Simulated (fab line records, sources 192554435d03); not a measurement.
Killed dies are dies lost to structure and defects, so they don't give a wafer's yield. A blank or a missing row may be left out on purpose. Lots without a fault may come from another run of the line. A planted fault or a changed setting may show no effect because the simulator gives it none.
Chamber matching | flow n5_finfet | N5_BEOL_M9_CURE_71 on uv_cure-02: 3 sister chambers
The step cures SiCOH lowk, time 240 s. 6 wafers are shown with their chamber, then 10 later ones without.

WAFERS WITH THEIR CHAMBER
wafer  | chamber | wafer_temp_C_max | lamp_power_pct (%)
L075.3 | 0       | 387.5            | 52.31
L075.5 | 0       | 387.2            | 52.30
L082.3 | 2       | 386.8            | 52.31
L082.6 | 2       | 386.4            | 52.27
L092.1 | 1       | 386.1            | 52.31
L092.2 | 1       | 386.1            | 52.32

WAFERS WITHOUT THEIR CHAMBER
wafer  | wafer_temp_C_max | lamp_power_pct (%)
L092.4 | 386.0            | 52.21
L092.3 | 386.1            | 52.27
L092.5 | 386.5            | 52.36
L092.6 | 386.5            | 52.34
L094.1 | 387.1            | 52.33
L094.5 | 387.1            | 52.33
L094.6 | 387.8            | 52.35
L096.1 | 386.4            | 52.45
L096.2 | 386.3            | 52.32
L096.6 | 385.9            | 52.26

WHICH CHAMBER EACH WENT THROUGH
wafer  | from the rows above          | in truth
L092.4 | can't be placed: 2 or 1      | 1
L092.3 | can't be placed: 1 or 2      | 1
L092.5 | can't be placed: 1 or 2 or 0 | 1
L092.6 | can't be placed: 1 or 2      | 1
L094.1 | can't be placed: 0 or 2      | 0
L094.5 | can't be placed: 0 or 2      | 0
L094.6 | 0                            | 0
L096.1 | can't be placed: 1 or 2 or 0 | 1
L096.2 | can't be placed: 1 or 2      | 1
L096.6 | can't be placed: 1 or 2      | 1
Placed correctly: 1 of 10. Can't be placed from these rows: 9 (the true chamber is among the candidates in 9). Placed wrongly: 0.
How it was worked out, from the rows above alone: a wafer's distance from a chamber is the root of the sum, over the readings, of the square of ((its reading less the chamber's mean) divided by the reading's scatter). The wafer belongs to the nearest chamber; if the next one is less than 2 further off, it can't be placed. A chamber's mean is the mean of its shown wafers. The scatter: the root of (the sum of the squares of (reading less its chamber's mean) over the shown wafers, divided by (wafers less chambers)).
